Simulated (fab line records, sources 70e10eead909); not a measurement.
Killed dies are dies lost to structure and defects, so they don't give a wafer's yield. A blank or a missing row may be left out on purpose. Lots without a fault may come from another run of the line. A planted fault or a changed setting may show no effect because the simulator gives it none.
Chamber matching | flow nand_harc | NHARC_P_GATE_STRIP_101 on rie_diel-13: 4 sister chambers
The step strips in O2, time 20 s. 8 wafers are shown with their chamber, then 8 later ones without.

WAFERS WITH THEIR CHAMBER
wafer  | chamber | showerhead_plenum_p_Torr (Torr) | oes_product_au (a.u.)
L075.2 | 3       | 3.42                            | 1.024
L081.4 | 0       | 3.75                            | 0.997
L087.4 | 3       | 3.42                            | 1.003
L087.6 | 1       | 3.39                            | 0.988
L088.1 | 1       | 3.39                            | 0.979
L088.3 | 0       | 3.74                            | 0.995
L088.6 | 2       | 3.79                            | 0.992
L090.1 | 2       | 3.78                            | 1.004

WAFERS WITHOUT THEIR CHAMBER
wafer  | showerhead_plenum_p_Torr (Torr) | oes_product_au (a.u.)
L090.3 | 3.42                            | 1.000
L090.6 | 3.78                            | 1.004
L094.3 | 3.78                            | 0.989
L094.4 | 3.74                            | 0.991
L094.6 | 3.78                            | 0.987
L096.3 | 3.78                            | 1.002
L096.4 | 3.42                            | 1.005
L096.6 | 3.74                            | 0.996

WHICH CHAMBER EACH WENT THROUGH
wafer  | from the rows above | in truth
L090.3 | 3                   | 3
L090.6 | 2                   | 2
L094.3 | 2                   | 2
L094.4 | 0                   | 0
L094.6 | 2                   | 2
L096.3 | 2                   | 2
L096.4 | 3                   | 3
L096.6 | 0                   | 0
Placed correctly: 8 of 8. Can't be placed from these rows: 0. Placed wrongly: 0.
How it was worked out, from the rows above alone: a wafer's distance from a chamber is the root of the sum, over the readings, of the square of ((its reading less the chamber's mean) divided by the reading's scatter). The wafer belongs to the nearest chamber; if the next one is less than 2 further off, it can't be placed. A chamber's mean is the mean of its shown wafers. The scatter: the root of (the sum of the squares of (reading less its chamber's mean) over the shown wafers, divided by (wafers less chambers)).
